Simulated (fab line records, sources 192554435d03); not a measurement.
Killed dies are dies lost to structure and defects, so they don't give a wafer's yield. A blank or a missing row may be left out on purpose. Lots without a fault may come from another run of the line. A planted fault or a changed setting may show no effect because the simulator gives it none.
Chamber matching | flow n5_finfet | N5_BEOL_M9_ILD_DEP_00 on pecvd-04: 3 sister chambers
The step deposits SiCOH lowk from DEMS/porogen, target thk 308.51 nm, time 58 s. 6 wafers are shown with their chamber, then 11 later ones without.

WAFERS WITH THEIR CHAMBER
wafer  | chamber | throttle_valve_pct (%) | showerhead_plenum_p_Torr (Torr)
L085.3 | 1       | 14.1                   | 5.721
L085.4 | 0       | 13.5                   | 5.719
L086.2 | 2       | 14.2                   | 5.749
L086.4 | 2       | 14.3                   | 5.770
L086.5 | 1       | 14.5                   | 5.730
L089.1 | 0       | 13.4                   | 5.700

WAFERS WITHOUT THEIR CHAMBER
wafer  | throttle_valve_pct (%) | showerhead_plenum_p_Torr (Torr)
L089.4 | 14.3                   | 5.727
L089.6 | 13.2                   | 5.699
L088.2 | 14.3                   | 5.775
L088.5 | 14.2                   | 5.729
L088.6 | 13.6                   | 5.720
L095.1 | 13.5                   | 5.714
L095.3 | 14.5                   | 5.752
L095.4 | 14.0                   | 5.713
L096.3 | 14.4                   | 5.763
L096.4 | 14.3                   | 5.751
L096.6 | 14.2                   | 5.720

WHICH CHAMBER EACH WENT THROUGH
wafer  | from the rows above     | in truth
L089.4 | 1                       | 1
L089.6 | 0                       | 0
L088.2 | 2                       | 2
L088.5 | can't be placed: 1 or 2 | 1
L088.6 | 0                       | 0
L095.1 | 0                       | 0
L095.3 | can't be placed: 2 or 1 | 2
L095.4 | can't be placed: 1 or 0 | 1
L096.3 | 2                       | 2
L096.4 | can't be placed: 2 or 1 | 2
L096.6 | 1                       | 1
Placed correctly: 7 of 11. Can't be placed from these rows: 4 (the true chamber is among the candidates in 4). Placed wrongly: 0.
How it was worked out, from the rows above alone: a wafer's distance from a chamber is the root of the sum, over the readings, of the square of ((its reading less the chamber's mean) divided by the reading's scatter). The wafer belongs to the nearest chamber; if the next one is less than 2 further off, it can't be placed. A chamber's mean is the mean of its shown wafers. The scatter: the root of (the sum of the squares of (reading less its chamber's mean) over the shown wafers, divided by (wafers less chambers)).
